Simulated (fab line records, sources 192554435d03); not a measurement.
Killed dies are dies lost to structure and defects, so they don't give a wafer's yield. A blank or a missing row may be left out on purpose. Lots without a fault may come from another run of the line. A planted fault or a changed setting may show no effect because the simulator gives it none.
Which tool did it? | flow n5_finfet | 6 lots, 18 wafers sampled, at 9 steps of a route of 1938

WHAT THE GAUGES READ, wafer by wafer
N5_BEOL_M4_RC_MEAS_101. Usual: DIBL_N 36.3 mV/V, standard deviation 1.6; DIBL_P 36.4 mV/V, standard deviation 2.1; IOFF_N 0.16 nA/um, standard deviation 0.032; IOFF_P 0.22 nA/um, standard deviation 0.044; ION_N 675 uA/um, standard deviation 12; ION_P 463 uA/um, standard deviation 8.3; SS_N 71.6 mV/dec, standard deviation 0.64; SS_P 73.3 mV/dec, standard deviation 0.67; VT_N 250 mV, standard deviation 3.3; VT_P -250 mV, standard deviation 3.7.
lot  | measured     | on        | DIBL_N (mV/V)  | DIBL_P (mV/V)  | IOFF_N (nA/um) | IOFF_P (nA/um) | ION_N (uA/um) | ION_P (uA/um) | SS_N (mV/dec)  | SS_P (mV/dec)  | VT_N (mV)   | VT_P (mV)      | flag
L961 | day 10 05:23 | prober-01 | 33.9 35.8 33.8 | 34.4 36.6 33.3 | 0.12 0.16 0.12 | 0.18 0.21 0.17 | 664 683 663   | 454 466 460   | 70.7 71.1 71.6 | 72.0 72.7 72.3 | 254 250 252 | -252 -253 -254 |
L964 | day 10 10:26 | prober-02 | 38.8 35.0 36.4 | 38.2 33.1 35.1 | 0.18 0.12 0.15 | 0.23 0.16 0.20 | 684 666 686   | 466 455 464   | 71.7 70.6 71.9 | 73.9 73.1 73.5 | 252 256 251 | -247 -255 -251 |
L962 | day 10 11:23 | prober-01 | 33.7 33.8 35.0 | 33.5 33.5 35.4 | 0.13 0.12 0.15 | 0.19 0.19 0.22 | 671 659 664   | 471 464 463   | 71.2 71.0 71.5 | 72.6 73.0 72.8 | 252 254 250 | -249 -249 -251 |
L967 | day 10 15:55 | prober-01 | 35.5 35.7 34.7 | 36.4 36.0 34.5 | 0.16 0.15 0.13 | 0.22 0.21 0.18 | 679 668 663   | 465 457 451   | 71.4 71.8 71.7 | 73.5 72.9 73.5 | 248 251 253 | -251 -248 -250 |
L969 | day 11 14:42 | prober-01 | 38.7 38.2 37.8 | 39.0 39.1 37.9 | 0.20 0.18 0.18 | 0.32 0.32 0.31 | 664 683 686   | 472 477 484   | 73.3 71.7 72.3 | 73.9 73.5 73.8 | 248 249 247 | -242 -244 -240 |
L972 | day 12 23:00 | prober-02 | 33.7 38.6 35.6 | 32.9 38.7 35.8 | 0.13 0.22 0.17 | 0.20 0.29 0.26 | 674 694 696   | 469 472 479   | 71.2 72.7 71.5 | 71.8 74.4 73.3 | 250 243 249 | -247 -245 -244 |

N5_BEOL_M10_OCD_MEAS_38. Usual: trench_depth_nm 149.6 nm, standard deviation 3.
lot  | measured     | on     | trench_depth_nm (nm) | flag
L961 | day 12 13:47 | ocd-02 | 147.9 153.6 152.0    |
L964 | day 12 17:46 | ocd-01 | 154.2 150.1 151.8    |
L962 | day 13 02:38 | ocd-01 | 146.4 151.6 147.0    |
L967 | day 12 22:21 | ocd-01 | 147.9 147.4 144.2    |
L969 | day 13 20:05 | ocd-01 | 102.7 104.3 102.3    | OFF
L972 | day 15 04:33 | ocd-01 | 105.7 101.2 105.3    | OFF

N5_BEOL_M10_THK_MEAS_53: measures by xrf. Usual: M10_THK 140 nm, standard deviation 3.5.
lot  | measured     | on            | M10_THK (nm) | flag
L961 | day 12 16:12 | film_metro-01 | 139 144 139  |
L964 | day 12 20:07 | film_metro-01 | 142 136 140  |
L962 | day 13 05:08 | film_metro-01 | 135 142 136  |
L967 | day 13 00:59 | film_metro-02 | 139 139 136  |
L969 | day 14 00:48 | film_metro-02 | 95 95 94     | OFF
L972 | day 15 07:46 | film_metro-01 | 96 91 96     | OFF

N5_BEOL_M10_RS_MEAS_57: measures by four-point-probe. Usual: M10_RS 0.150 ohm/sq, standard deviation 0.0037.
lot  | measured     | on            | M10_RS (ohm/sq)   | flag
L961 | day 12 16:20 | film_metro-01 | 0.150 0.145 0.148 |
L964 | day 12 20:16 | film_metro-01 | 0.145 0.151 0.148 |
L962 | day 13 05:17 | film_metro-01 | 0.157 0.148 0.156 |
L967 | day 13 01:08 | film_metro-01 | 0.150 0.152 0.155 |
L969 | day 14 00:56 | film_metro-01 | 0.230 0.229 0.232 | OFF
L972 | day 15 07:56 | film_metro-01 | 0.227 0.242 0.228 | OFF

N5_BEOL_M15_RC_MEAS_101. Usual: COMB_M11 1.51e-11 S/m, standard deviation 2.8e-12; COMB_M12 6.8e-12 S/m, standard deviation 1.5e-12; COMB_M13 5.3e-12 S/m, standard deviation 1.1e-12; COMB_M14 4e-12 S/m, standard deviation 8.3e-13; COMB_M15 2.8e-12 S/m, standard deviation 5.2e-13; COMB_M5 3.8e-11 S/m, standard deviation 7.9e-12; COMB_M6 2.6e-11 S/m, standard deviation 5.3e-12; COMB_M7 2.5e-11 S/m, standard deviation 4.8e-12; COMB_M8 2.6e-11 S/m, standard deviation 5.9e-12; COMB_M8_max_site 3.7e-11 S/m, standard deviation 9.5e-12; COMB_M9 1.43e-11 S/m, standard deviation 2.5e-12; SERP_M10 3.05 ohm/um, standard deviation 0.092; SERP_M10_max_site 3.13 ohm/um, standard deviation 0.1; SERP_M11 3.07 ohm/um, standard deviation 0.075; SERP_M11_max_site 3.16 ohm/um, standard deviation 0.086; SERP_M12 0.634 ohm/um, standard deviation 0.018; SERP_M13 0.308 ohm/um, standard deviation 0.0064; SERP_M13_max_site 0.311 ohm/um, standard deviation 0.0067; SERP_M14 0.159 ohm/um, standard deviation 0.0035; SERP_M5 38.7 ohm/um, standard deviation 1.9; SERP_M6 13.7 ohm/um, standard deviation 0.56; SERP_M7 13.7 ohm/um, standard deviation 0.54; SERP_M8 13.4 ohm/um, standard deviation 0.51; SERP_M9 3.00 ohm/um, standard deviation 0.094.
lot  | measured     | on        | COMB_M11 (S/m)             | COMB_M12 (S/m)          | COMB_M13 (S/m)          | COMB_M14 (S/m)          | COMB_M15 (S/m)          | COMB_M5 (S/m)           | COMB_M6 (S/m)           | COMB_M7 (S/m)           | COMB_M8 (S/m)           | COMB_M8_max_site (S/m)  | COMB_M9 (S/m)              | SERP_M10 (ohm/um) | SERP_M10_max_site (ohm/um) | SERP_M11 (ohm/um) | SERP_M11_max_site (ohm/um) | SERP_M12 (ohm/um) | SERP_M13 (ohm/um) | SERP_M13_max_site (ohm/um) | SERP_M14 (ohm/um) | SERP_M5 (ohm/um) | SERP_M6 (ohm/um) | SERP_M7 (ohm/um) | SERP_M8 (ohm/um) | SERP_M9 (ohm/um) | flag
L961 | day 14 14:41 | prober-02 | 2.19e-11 1.51e-11 1.66e-11 | 8.1e-12 6.1e-12 6.2e-12 | 6.2e-12 8.4e-12 5.3e-12 | 3.2e-12 3.9e-12 4e-12   | 2.7e-12 3.3e-12 1.9e-12 | 4.8e-11 3.9e-11 4.9e-11 | 2.4e-11 2.6e-11 3.6e-11 | 2.2e-11 1.9e-11 3.4e-11 | 3e-11 4.2e-11 2.3e-11   | 3.7e-11 7.6e-11 3.7e-11 | 1.31e-11 1.29e-11 1.54e-11 | 3.08 2.88 3.02    | 3.15 3.05 3.21             | 3.06 3.16 3.10    | 3.12 3.22 3.14             | 0.611 0.634 0.630 | 0.309 0.306 0.304 | 0.315 0.308 0.307          | 0.158 0.165 0.161 | 39.6 38.8 40.0   | 13.3 14.5 14.9   | 12.6 13.3 13.5   | 13.4 14.3 13.2   | 2.90 2.94 3.05   |
L964 | day 15 02:23 | prober-02 | 1.29e-11 1.26e-11 1.1e-11  | 5.2e-12 5.6e-12 6.2e-12 | 4e-12 4.8e-12 4.9e-12   | 3.1e-12 4.9e-12 3.7e-12 | 2e-12 1.9e-12 2.8e-12   | 3.2e-11 2.6e-11 2.5e-11 | 2.8e-11 3.6e-11 3.1e-11 | 2e-11 2.7e-11 1.9e-11   | 3e-11 4.1e-11 3.3e-11   | 5e-11 5.1e-11 4.8e-11   | 1.24e-11 1.59e-11 1.24e-11 | 2.96 3.04 2.97    | 3.04 3.11 3.02             | 3.13 3.07 3.12    | 3.20 3.13 3.23             | 0.639 0.640 0.637 | 0.313 0.316 0.323 | 0.317 0.320 0.325          | 0.157 0.165 0.159 | 38.7 37.9 37.3   | 12.8 13.6 13.2   | 13.7 13.5 13.8   | 13.1 14.2 14.1   | 2.99 3.05 2.95   |
L962 | day 15 06:06 | prober-02 | 1.23e-11 1.65e-11 1.51e-11 | 6.6e-12 6.7e-12 9.3e-12 | 5.9e-12 4.6e-12 5.1e-12 | 3.9e-12 4.2e-12 3.6e-12 | 2.2e-12 2.9e-12 2.3e-12 | 3.4e-11 4.7e-11 4.2e-11 | 2.2e-11 2.4e-11 3.5e-11 | 3.4e-11 3.3e-11 3.9e-11 | 2.5e-11 2.4e-11 3.3e-11 | 4.1e-11 4.1e-11 4.2e-11 | 1.32e-11 1.02e-11 1.21e-11 | 3.19 3.02 3.15    | 3.30 3.07 3.23             | 3.14 3.10 2.98    | 3.25 3.16 3.03             | 0.649 0.607 0.644 | 0.310 0.301 0.311 | 0.312 0.305 0.314          | 0.158 0.159 0.159 | 40.2 40.2 40.9   | 14.1 14.0 13.8   | 13.8 13.6 14.4   | 13.2 12.9 12.4   | 3.02 2.96 3.06   |
L967 | day 15 03:44 | prober-01 | 1.53e-11 1.46e-11 1.91e-11 | 6.3e-12 8.5e-12 8.9e-12 | 5.4e-12 7.1e-12 4.9e-12 | 4.1e-12 3.6e-12 3.4e-12 | 2.8e-12 2.6e-12 3.2e-12 | 4.2e-11 3.2e-11 2.7e-11 | 3.8e-11 4.5e-11 3.4e-11 | 2.2e-11 3.2e-11 2.8e-11 | 3.6e-11 3.3e-11 2.4e-11 | 5.2e-11 4.8e-11 3.9e-11 | 1.44e-11 1.44e-11 1.43e-11 | 3.00 3.13 3.14    | 3.08 3.21 3.25             | 3.09 3.14 3.01    | 3.17 3.23 3.08             | 0.647 0.654 0.661 | 0.305 0.306 0.301 | 0.307 0.308 0.305          | 0.165 0.156 0.156 | 41.4 38.3 43.3   | 13.3 13.5 14.4   | 14.7 15.4 14.3   | 14.0 13.9 14.6   | 3.00 3.02 2.86   |
L969 | day 15 22:18 | prober-02 | 1.67e-11 1.63e-11 2.26e-11 | 6.4e-12 8.8e-12 4.7e-12 | 5.1e-12 6.3e-12 4.5e-12 | 3.2e-12 3.5e-12 3.5e-12 | 3.5e-12 3e-12 3.4e-12   | 4.5e-11 4.7e-11 5.4e-11 | 2.1e-11 2.5e-11 2e-11   | 2.3e-11 2.7e-11 2.5e-11 | 2.6e-11 2.2e-11 2.8e-11 | 5e-11 3e-11 3.3e-11     | 1.27e-11 1.34e-11 1.54e-11 | 4.68 4.69 4.69    | 4.81 4.80 4.86             | 3.11 3.17 3.05    | 3.21 3.24 3.13             | 0.622 0.638 0.638 | 0.312 0.308 0.306 | 0.314 0.313 0.311          | 0.164 0.159 0.164 | 37.7 36.8 41.1   | 14.7 13.6 13.8   | 13.5 13.8 13.9   | 14.1 13.2 12.6   | 2.94 2.98 2.95   | OFF
L972 | day 16 21:50 | prober-02 | 1.84e-11 1.53e-11 1.44e-11 | 7.6e-12 5.2e-12 7e-12   | 4.8e-12 3.6e-12 4.5e-12 | 3.3e-12 2.7e-12 3.1e-12 | 2.7e-12 2.1e-12 2.6e-12 | 5.8e-11 3.9e-11 3.5e-11 | 2.1e-11 2.2e-11 3e-11   | 2e-11 2e-11 2e-11       | 1.9e-11 2.2e-11 2.5e-11 | 3.2e-11 3.6e-11 4.6e-11 | 1.14e-11 1.77e-11 1.5e-11  | 4.72 4.83 4.69    | 4.82 4.98 4.76             | 3.11 3.07 2.98    | 3.22 3.25 3.11             | 0.639 0.647 0.637 | 0.304 0.307 0.302 | 0.308 0.309 0.304          | 0.161 0.165 0.166 | 40.8 39.4 41.8   | 14.2 12.9 13.7   | 13.3 14.0 13.6   | 13.2 13.7 12.9   | 2.98 3.06 2.93   | OFF

WHICH TOOL RAN EACH LOT (tool, then ch and the chambers of the sampled wafers, then the start)
lot  | N5_BEOL_M10_ETCH_66                | N5_BEOL_M10_TRENCH_ETCH_37         | N5_BEOL_M10_ETCH_41                           | N5_BEOL_M10_STRIP_77
L961 | rie_diel-02 ch 0,2,3, day 12 13:23 | rie_diel-02 ch 0,2,3, day 12 13:37 | rie_diel-02 ch 0,2,3, day 12 13:47 or earlier | rie_diel-02 ch 0,2,3, day 12 13:47 or earlier
L964 | rie_diel-03 ch 0,1,3, day 12 17:22 | rie_diel-03 ch 0,1,3, day 12 17:35 | rie_diel-03 ch 0,1,3, day 12 17:46 or earlier | rie_diel-03 ch 0,1,3, day 12 17:46 or earlier
L962 | rie_diel-02 ch 2,3, day 13 02:13   | rie_diel-02 ch 2,3, day 13 02:27   | rie_diel-02 ch 2,3, day 13 02:38 or earlier   | rie_diel-02 ch 2,3, day 13 02:38 or earlier
L967 | rie_diel-06 ch 0,1,2, day 12 21:56 | rie_diel-06 ch 0,1,2, day 12 22:10 | rie_diel-06 ch 0,1,2, day 12 22:21 or earlier | rie_diel-06 ch 0,1,2, day 12 22:21 or earlier
L969 | rie_diel-06 ch 0,3, day 13 19:41   | rie_diel-06 ch 0,3, day 13 19:55   | rie_diel-06 ch 0,3, day 13 20:05 or earlier   | rie_diel-06 ch 0,3, day 13 20:05 or earlier
L972 | rie_diel-03 ch 1,2,3, day 15 04:08 | rie_diel-03 ch 1,2,3, day 15 04:22 | rie_diel-03 ch 1,2,3, day 15 04:33 or earlier | rie_diel-03 ch 1,2,3, day 15 04:33 or earlier
- N5_BEOL_M10_ETCH_66: etches SOC in N2/H2, target depth 120 nm, overetch 24 nm, time 180 s.
- N5_BEOL_M10_TRENCH_ETCH_37: etches SiCOH lowk in C4F6/O2, target depth 148.83 nm, time 48 s.
- N5_BEOL_M10_ETCH_41: etches SiCN in CH3F/O2, target depth 42.6 nm, time 86 s.
- N5_BEOL_M10_STRIP_77: strips in N2/H2, time 10 s.

WHAT THE TOOLS THEMSELVES READ (means of the sampled wafers that have a number; where no wafer has one, the mark that the record gives instead)
N5_BEOL_M10_ETCH_66. Usual: drypump_motor_current_A 5.8 A, standard deviation 0.5; oes_product_au 0.65 a.u., standard deviation 0.081; rf_vpp_V 524 V, standard deviation 3.2; run_length_s 203.3 s, standard deviation 0.4; showerhead_plenum_p_Torr 2.56 Torr, standard deviation 0.11; throttle_valve_pct 17.7 %, standard deviation 0.37.
lot  | tool        | drypump_motor_current_A (A) | oes_product_au (a.u.) | rf_vpp_V (V) | run_length_s (s) | showerhead_plenum_p_Torr (Torr) | throttle_valve_pct (%) | flag
L961 | rie_diel-02 | 5.9                         | 0.67                  | 523          | 203.3            | 2.53                            | 17.5                   |
L964 | rie_diel-03 | 5.6                         | 0.69                  | 525          | 203.0            | 2.61                            | 17.7                   |
L962 | rie_diel-02 | 6.0                         | 0.62                  | 521          | 203.0            | 2.44                            | 17.6                   |
L967 | rie_diel-06 | 5.8                         | 0.55                  | 525          | 203.5            | 2.61                            | 18.0                   |
L969 | rie_diel-06 | 6.5                         | 0.70                  | 526          | 203.2            | 2.61                            | 17.7                   |
L972 | rie_diel-03 | 5.9                         | 0.63                  | 525          | 203.4            | 2.57                            | 17.9                   |

N5_BEOL_M10_TRENCH_ETCH_37. Usual: drypump_motor_current_A 5.8 A, standard deviation 0.5; oes_product_au 0.81 a.u., standard deviation 0.11; rf_vpp_V 664 V, standard deviation 12; run_length_s 71.3 s, standard deviation 0.39; showerhead_plenum_p_Torr 2.87 Torr, standard deviation 0.12; throttle_valve_pct 20.8 %, standard deviation 0.3.
lot  | tool        | drypump_motor_current_A (A) | oes_product_au (a.u.) | rf_vpp_V (V) | run_length_s (s) | showerhead_plenum_p_Torr (Torr) | throttle_valve_pct (%) | flag
L961 | rie_diel-02 | 5.9                         | 0.84                  | 663          | 71.3             | 2.84                            | 20.6                   |
L964 | rie_diel-03 | 5.6                         | 0.87                  | 667          | 71.2             | 2.92                            | 20.9                   |
L962 | rie_diel-02 | 6.0                         | 0.77                  | 657          | 71.1             | 2.74                            | 20.7                   |
L967 | rie_diel-06 | 5.8                         | 0.68                  | 672          | 71.3             | 2.91                            | 20.9                   |
L969 | rie_diel-06 | 6.5                         | 0.85                  | 677          | 59.7             | 2.91                            | 20.7                   | OFF
L972 | rie_diel-03 | 5.9                         | 0.78                  | 661          | 59.7             | 2.87                            | 20.9                   | OFF

N5_BEOL_M10_ETCH_41. Usual: drypump_motor_current_A 5.8 A, standard deviation 0.5; oes_product_au 0.81 a.u., standard deviation 0.1; rf_vpp_V 297.6 V, standard deviation 2; run_length_s 109.3 s, standard deviation 0.39; showerhead_plenum_p_Torr 2.02 Torr, standard deviation 0.086; throttle_valve_pct 16.2 %, standard deviation 0.31.
lot  | tool        | drypump_motor_current_A (A) | oes_product_au (a.u.) | rf_vpp_V (V) | run_length_s (s) | showerhead_plenum_p_Torr (Torr) | throttle_valve_pct (%) | flag
L961 | rie_diel-02 | 5.9                         | 0.84                  | 296.6        | 109.1            | 2.00                            | 16.0                   |
L964 | rie_diel-03 | 5.6                         | 0.87                  | 299.0        | 109.0            | 2.06                            | 16.3                   |
L962 | rie_diel-02 | 6.0                         | 0.77                  | 295.2        | 109.1            | 1.92                            | 16.1                   |
L967 | rie_diel-06 | 5.8                         | 0.68                  | 297.3        | 109.3            | 2.05                            | 16.4                   |
L969 | rie_diel-06 | 6.5                         | 0.85                  | 297.6        | 109.3            | 2.04                            | 16.2                   |
L972 | rie_diel-03 | 5.9                         | 0.79                  | 298.2        | 109.3            | 2.02                            | 16.4                   |

N5_BEOL_M10_STRIP_77. Usual: drypump_motor_current_A 5.8 A, standard deviation 0.5; oes_product_au 0.81 a.u., standard deviation 0.11; rf_vpp_V 59.1 V, standard deviation 0.96; showerhead_plenum_p_Torr 2.56 Torr, standard deviation 0.11; throttle_valve_pct 23.5 %, standard deviation 0.42.
lot  | tool        | drypump_motor_current_A (A) | oes_product_au (a.u.) | rf_vpp_V (V) | showerhead_plenum_p_Torr (Torr) | throttle_valve_pct (%) | flag
L961 | rie_diel-02 | 5.9                         | 0.84                  | 58.0         | 2.52                            | 23.3                   |
L964 | rie_diel-03 | 5.7                         | 0.86                  | 59.3         | 2.61                            | 23.6                   |
L962 | rie_diel-02 | 6.0                         | 0.77                  | 58.9         | 2.43                            | 23.4                   |
L967 | rie_diel-06 | 5.8                         | 0.68                  | 59.4         | 2.61                            | 23.8                   |
L969 | rie_diel-06 | 6.5                         | 0.86                  | 59.7         | 2.60                            | 23.6                   |
L972 | rie_diel-03 | 5.9                         | 0.79                  | 59.8         | 2.57                            | 23.8                   |

THE ANSWER, worked out from the rows above alone
Rule: a lot is off if the mean of its wafers that have a number lies more than 3 standard deviations from the usual mean. A lot without any number at a reading at which 4 lots or more have one is off too. The other lots that the step has rows for count as sound. The gauges are gone through in route order, then the tools' own readings, and for those a lot's mean is taken as printed above. The first step at which some lot is off is used, and at that step the reading that is off furthest; a lot without a number counts as furthest.
Off: L969, L972, at N5_BEOL_M10_OCD_MEAS_38 (trench_depth_nm).
A tool fits if, at a process step before that reading, it ran every lot that is off, and no sound lot after the first of them. The gauges at N5_BEOL_M10_OCD_MEAS_38 aren't tried: what is off there is off at N5_BEOL_M10_THK_MEAS_53 too, on other tools, and a gauge's error can't cause that. N5_BEOL_M10_ETCH_41 gives no start for some lots, so the hours and the order of its lots are those of N5_BEOL_M10_OCD_MEAS_38. N5_BEOL_M10_STRIP_77 gives no start for some lots, so the hours and the order of its lots are those of N5_BEOL_M10_OCD_MEAS_38. None of those tried fits.

WHAT THE SIMULATOR HAD PUT IN
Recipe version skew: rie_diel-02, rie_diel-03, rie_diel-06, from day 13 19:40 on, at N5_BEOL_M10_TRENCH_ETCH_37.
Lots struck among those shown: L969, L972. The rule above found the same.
